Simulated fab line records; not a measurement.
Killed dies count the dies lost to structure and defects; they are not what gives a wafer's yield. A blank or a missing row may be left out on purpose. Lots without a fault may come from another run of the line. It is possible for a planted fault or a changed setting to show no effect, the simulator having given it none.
Chamber matching | flow nand_harc | 4 sister chambers for NHARC_A_CONTACT_DESCUM_13 on rie_diel-01
The step chemistry O2, time 3 s. 4 wafers are shown with their chamber, then 9 later ones without.

## WAFERS WITH THEIR CHAMBER
wafer  | chamber | showerhead_plenum_p_Torr (Torr)
L939.3 | 0       | 1.81
L940.6 | 2       | 1.92
L954.4 | 3       | 1.82
L954.5 | 1       | 2.06

## WAFERS WITHOUT THEIR CHAMBER
wafer  | showerhead_plenum_p_Torr (Torr)
L952.1 | 2.06
L952.2 | 1.92
L952.5 | 2.06
L956.1 | 1.80
L956.5 | 2.06
L956.6 | 1.81
L955.2 | 2.06
L955.5 | 1.80
L955.6 | 1.81

## CHAMBER TAKEN BY EACH
wafer  | from the rows above | in truth
L952.1 | 1                   | 1
L952.2 | 2                   | 2
L952.5 | 1                   | 1
L956.1 | 0                   | 0
L956.5 | 1                   | 1
L956.6 | 0                   | 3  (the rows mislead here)
L955.2 | 1                   | 1
L955.5 | 0                   | 0
L955.6 | 0                   | 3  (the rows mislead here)
Correct placement for 7 of the 9. From these rows, 0 cannot be placed. Placed wrongly: 2.
How it was worked out, from the rows above alone: a wafer's distance from a chamber is the root of the sum, over the readings, of the square of ((its reading less the chamber's mean) divided by the reading's scatter). If the next closest chamber is less than 2 further off than the closest, the wafer can't be placed; otherwise it belongs to the closest. For every chamber, the mean is computed from those of its wafers that are shown. The scatter (one wafer shown for each chamber): square how far every hidden wafer sits from the nearest shown wafer, average those squares and take the square root.
